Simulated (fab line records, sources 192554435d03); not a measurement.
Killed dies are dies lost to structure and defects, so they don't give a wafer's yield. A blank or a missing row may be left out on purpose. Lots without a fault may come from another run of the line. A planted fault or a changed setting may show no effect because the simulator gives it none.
Which tool did it? | flow n5_finfet | 9 lots, 26 wafers sampled, at 5 steps of a route of 1938

WHAT THE GAUGES READ, wafer by wafer
N5_BEOL_M4_RC_MEAS_101. Usual: DIBL_N 36.8 mV/V, standard deviation 2.2; DIBL_P 37.1 mV/V, standard deviation 2.8; IOFF_N 0.17 nA/um, standard deviation 0.04; IOFF_P 0.22 nA/um, standard deviation 0.049; ION_N 672 uA/um, standard deviation 16; ION_P 460 uA/um, standard deviation 9.2; SS_N 71.6 mV/dec, standard deviation 0.69; SS_P 73.5 mV/dec, standard deviation 0.78; VT_N 249 mV, standard deviation 3.6; VT_P -250 mV, standard deviation 3.9.
lot  | measured     | on        | DIBL_N (mV/V)  | DIBL_P (mV/V)  | IOFF_N (nA/um) | IOFF_P (nA/um) | ION_N (uA/um) | ION_P (uA/um) | SS_N (mV/dec)  | SS_P (mV/dec)  | VT_N (mV)   | VT_P (mV)      | flag
L650 | day 7 22:00  | prober-02 | 33.5 36.9 35.6 | 34.2 39.3 37.0 | 0.13 0.18 0.17 | 0.17 0.26 0.23 | 640 683 674   | 445 475 460   | 71.0 71.3 71.7 | 72.6 73.9 73.7 | 253 251 250 | -250 -248 -248 |
L651 | day 8 09:48  | prober-02 | 35.8 37.0 36.4 | 33.7 36.1 35.2 | 0.13 0.14 0.14 | 0.16 0.19 0.18 | 652 650 658   | 444 448 447   | 71.7 72.7 72.3 | 73.2 73.2 72.8 | 256 258 253 | -257 -255 -256 |
L653 | day 8 11:29  | prober-01 | 38.7 37.9 39.3 | 39.2 38.7 41.2 | 0.19 0.18 0.21 | 0.25 0.24 0.31 | 684 680 684   | 468 468 468   | 71.9 72.0 72.5 | 74.3 73.4 74.8 | 246 245 245 | -246 -248 -247 |
L654 | day 9 05:04  | prober-02 | 36.1 37.4      | 34.9 35.9      | 0.16 0.16      | 0.19 0.20      | 670 672       | 455 454       | 70.3 71.9      | 73.5 73.1      | 245 251     | -252 -250      |
L655 | day 8 18:54  | prober-02 | 30.5 38.6 37.9 | 28.5 40.2 38.6 | 0.08 0.21 0.20 | 0.11 0.25 0.22 | 647 664 683   | 444 456 463   | 70.0 72.3 72.4 | 72.0 74.9 74.4 | 257 248 248 | -259 -253 -251 |
L656 | day 9 15:49  | prober-02 | 39.7 41.1 41.0 | 40.3 40.2 41.1 | 0.22 0.22 0.23 | 0.27 0.25 0.27 | 696 664 691   | 471 456 469   | 72.1 71.5 72.2 | 74.9 73.9 74.3 | 244 246 244 | -250 -250 -247 |
L661 | day 10 19:25 | prober-02 | 36.0 38.7 38.1 | 35.3 39.5 38.7 | 0.16 0.22 0.21 | 0.18 0.26 0.25 | 662 697 681   | 443 474 458   | 71.3 72.4 71.9 | 72.8 75.4 74.5 | 249 243 244 | -253 -246 -249 |
L671 | day 13 15:09 | prober-02 | 34.2 34.4 36.8 | 34.1 35.3 37.6 | 0.13 0.13 0.17 | 0.16 0.18 0.21 | 643 671 685   | 441 459 456   | 72.1 71.4 72.5 | 72.9 73.7 74.1 | 254 253 248 | -256 -255 -252 |
L672 | day 13 16:32 | prober-01 | 37.5 37.0 37.4 | 38.1 37.6 38.8 | 0.20 0.18 0.21 | 0.27 0.27 0.29 | 678 678 691   | 460 468 465   | 72.5 71.6 72.0 | 73.3 73.6 72.6 | 244 248 245 | -244 -244 -242 |

WHICH TOOL RAN EACH LOT (tool, then ch and the chambers of the sampled wafers, then the start)
lot  | N5_BEOL_M0_SAQP_ETCH_107          | N5_BEOL_M0_SAQP_STRIP_108         | N5_BEOL_M0_SAQP_SPACER2_ETCHBACK_27 | N5_BEOL_M0_SAQP_ALD_48
L650 | rie_diel-02 ch 0,1, day 5 21:48   | rie_diel-02 ch 0,1, day 5 21:50   | rie_diel-02 ch 1,3, day 5 22:49     | ald_sin-01 ch 1,2, day 6 00:05
L651 | rie_diel-06 ch 1,2, day 6 02:58   | rie_diel-06 ch 1,2, day 6 03:01   | rie_diel-02 ch 1,2, day 6 03:46     | ald_sin-01 ch 0,1,3, day 6 04:56
L653 | rie_diel-03 ch 0,1,2, day 6 13:37 | rie_diel-03 ch 0,1,2, day 6 13:40 | rie_diel-03 ch 1,2,3, day 6 14:25   | ald_sin-02 ch 1,2,3, day 6 15:27
L654 | rie_diel-06 ch 0,2, day 6 22:09   | rie_diel-06 ch 0,2, day 6 22:11   | rie_diel-02 ch 1,2, day 6 22:59     | ald_sin-03 ch 1, day 7 00:08
L655 | rie_diel-02 ch 0,2, day 6 22:46   | rie_diel-02 ch 0,2, day 6 22:49   | rie_diel-03 ch 1,2, day 6 23:36     | ald_sin-03 ch 2,3, day 7 00:38
L656 | rie_diel-06 ch 0,1,3, day 7 10:36 | rie_diel-06 ch 0,1,3, day 7 10:38 | rie_diel-06 ch 0,1,3, day 7 11:28   | ald_sin-01 ch 0,2, day 7 12:30
L661 | rie_diel-06 ch 0,1, day 8 16:32   | rie_diel-06 ch 0,1, day 8 16:35   | rie_diel-02 ch 1,3, day 8 18:22     | ald_sin-03 ch 0,2, day 8 19:17
L671 | rie_diel-02 ch 0,1, day 11 03:05  | rie_diel-02 ch 0,1, day 11 03:07  | rie_diel-06 ch 0,2,3, day 11 03:52  | ald_sin-02 ch 0,1,2, day 11 04:55
L672 | rie_diel-03 ch 1,3, day 11 08:11  | rie_diel-03 ch 1,3, day 11 08:13  | rie_diel-06 ch 0,1,2, day 11 09:02  | ald_sin-01 ch 2,3, day 11 10:59
- N5_BEOL_M0_SAQP_ETCH_107: etches SiNx in CH3F/O2, target depth 30 nm.
- N5_BEOL_M0_SAQP_STRIP_108: strips in N2/H2.
- N5_BEOL_M0_SAQP_SPACER2_ETCHBACK_27: etches SiO2 in CHF3/O2, target depth 22.5 nm, time 11.25 s.
- N5_BEOL_M0_SAQP_ALD_48: deposits SiO2, target thk 20 nm, pulse time 1 s, co reactant pulse time 1 s.

WHAT THE TOOLS THEMSELVES READ (means of the sampled wafers that have a number; where no wafer has one, the mark that the record gives instead)
N5_BEOL_M0_SAQP_ETCH_107. Usual: O2_flow_sccm 20.01 sccm, standard deviation 0.06; drypump_motor_current_A 5.93 A, standard deviation 0.29; oes_product_au 0.77 a.u., standard deviation 0.079; rf_vpp_V 297 V, standard deviation 10; showerhead_plenum_p_Torr 2.01 Torr, standard deviation 0.053; throttle_valve_pct 16.32 %, standard deviation 0.23.
lot  | tool        | O2_flow_sccm (sccm) | drypump_motor_current_A (A) | oes_product_au (a.u.) | rf_vpp_V (V) | showerhead_plenum_p_Torr (Torr) | throttle_valve_pct (%) | flag
L650 | rie_diel-02 | 20.01               | 5.82                        | 0.81                  | 306          | 2.06                            | 16.15                  |
L651 | rie_diel-06 | 20.07               | 6.33                        | 0.83                  | 305          | 2.03                            | 16.15                  |
L653 | rie_diel-03 | 19.97               | 5.76                        | 0.77                  | 294          | 1.98                            | 16.50                  |
L654 | rie_diel-06 | 20.02               | 5.90                        | 0.73                  | 296          | 2.01                            | 16.34                  |
L655 | rie_diel-02 | 19.97               | 5.64                        | 0.88                  | 298          | 1.98                            | 16.09                  |
L656 | rie_diel-06 | 20.04               | 6.02                        | 0.77                  | 299          | 2.04                            | 16.40                  |
L661 | rie_diel-06 | 20.01               | 6.26                        | 0.80                  | 306          | 2.06                            | 16.22                  |
L671 | rie_diel-02 | 20.05               | 5.83                        | 0.83                  | 306          | 2.05                            | 16.10                  |
L672 | rie_diel-03 | 20.05               | 5.59                        | 0.68                  | 306          | 2.00                            | 16.62                  |

N5_BEOL_M0_SAQP_STRIP_108. Usual: drypump_motor_current_A 5.95 A, standard deviation 0.29; h2_flow_sccm 300.0 sccm, standard deviation 0.88; oes_product_au 0.77 a.u., standard deviation 0.083; rf_vpp_V 122.1 V, standard deviation 0.99; showerhead_plenum_p_Torr 3.38 Torr, standard deviation 0.096; throttle_valve_pct 18.7 %, standard deviation 0.35.
lot  | tool        | drypump_motor_current_A (A) | h2_flow_sccm (sccm) | oes_product_au (a.u.) | rf_vpp_V (V) | showerhead_plenum_p_Torr (Torr) | throttle_valve_pct (%) | flag
L650 | rie_diel-02 | 5.83                        | 299.8               | 0.81                  | 123.4        | 3.46                            | 18.5                   |
L651 | rie_diel-06 | 6.35                        | 299.3               | 0.83                  | 121.4        | 3.36                            | 18.4                   |
L653 | rie_diel-03 | 5.76                        | 300.0               | 0.76                  | 121.8        | 3.32                            | 19.0                   |
L654 | rie_diel-06 | 5.92                        | 300.0               | 0.71                  | 122.6        | 3.41                            | 18.6                   |
L655 | rie_diel-02 | 5.68                        | 300.2               | 0.89                  | 122.0        | 3.31                            | 18.7                   |
L656 | rie_diel-06 | 6.05                        | 300.2               | 0.77                  | 122.6        | 3.42                            | 18.8                   |
L661 | rie_diel-06 | 6.30                        | 300.5               | 0.81                  | 122.5        | 3.43                            | 18.7                   |
L671 | rie_diel-02 | 5.83                        | 299.4               | 0.83                  | 122.2        | 3.44                            | 18.4                   |
L672 | rie_diel-03 | 5.61                        | 299.9               | 0.69                  | 121.3        | 3.36                            | 19.0                   |

N5_BEOL_M0_SAQP_SPACER2_ETCHBACK_27. Usual: O2_flow_sccm 5.000 sccm, standard deviation 0.015; drypump_motor_current_A 5.90 A, standard deviation 0.27; oes_product_au 0.76 a.u., standard deviation 0.075; rf_vpp_V 522 V, standard deviation 20; showerhead_plenum_p_Torr 2.42 Torr, standard deviation 0.06; throttle_valve_pct 18.88 %, standard deviation 0.22.
lot  | tool        | O2_flow_sccm (sccm) | drypump_motor_current_A (A) | oes_product_au (a.u.) | rf_vpp_V (V) | showerhead_plenum_p_Torr (Torr) | throttle_valve_pct (%) | flag
L650 | rie_diel-02 | 5.009               | 6.08                        | 0.74                  | 506          | 2.44                            | 18.82                  |
L651 | rie_diel-02 | 4.997               | 5.96                        | 0.80                  | 515          | 2.47                            | 18.68                  |
L653 | rie_diel-03 | 5.002               | 5.78                        | 0.76                  | 520          | 2.44                            | 18.96                  |
L654 | rie_diel-02 | 5.006               | 5.97                        | 0.81                  | 520          | 2.49                            | 18.69                  |
L655 | rie_diel-03 | 4.997               | 5.85                        | 0.79                  | 504          | 2.43                            | 19.00                  |
L656 | rie_diel-06 | 5.005               | 6.04                        | 0.76                  | 528          | 2.45                            | 18.92                  |
L661 | rie_diel-02 | 5.028               | 6.02                        | 0.87                  | 524          | 2.49                            | 18.67                  |
L671 | rie_diel-06 | 5.001               | 5.86                        | 0.70                  | 517          | 2.41                            | 19.02                  |
L672 | rie_diel-06 | 5.008               | 6.11                        | 0.75                  | 528          | 2.43                            | 18.83                  |

N5_BEOL_M0_SAQP_ALD_48. Usual: heater_power_w 76 W, standard deviation 6.6; precursor_pulse_height_rel 1.000, standard deviation 0.019.
lot  | tool       | heater_power_w (W) | precursor_pulse_height_rel | flag
L650 | ald_sin-01 | 79                 | 0.982                      |
L651 | ald_sin-01 | 74                 | 0.988                      |
L653 | ald_sin-02 | 74                 | 0.977                      |
L654 | ald_sin-03 | 78                 | 1.019                      |
L655 | ald_sin-03 | 74                 | 1.002                      |
L656 | ald_sin-01 | 84                 | 0.999                      |
L661 | ald_sin-03 | 78                 | 0.997                      |
L671 | ald_sin-02 | 74                 | 1.016                      |
L672 | ald_sin-01 | 78                 | 0.991                      |

THE ANSWER, worked out from the rows above alone
Rule: a lot is off if the mean of its wafers that have a number lies more than 3 standard deviations from the usual mean. A lot without any number at a reading at which 4 lots or more have one is off too. The other lots that the step has rows for count as sound. The gauges are gone through in route order, then the tools' own readings, and for those a lot's mean is taken as printed above. The first step at which some lot is off is used, and at that step the reading that is off furthest; a lot without a number counts as furthest.
No lot is off at any reading shown: from this, nothing can be told.

WHAT THE SIMULATOR HAD PUT IN
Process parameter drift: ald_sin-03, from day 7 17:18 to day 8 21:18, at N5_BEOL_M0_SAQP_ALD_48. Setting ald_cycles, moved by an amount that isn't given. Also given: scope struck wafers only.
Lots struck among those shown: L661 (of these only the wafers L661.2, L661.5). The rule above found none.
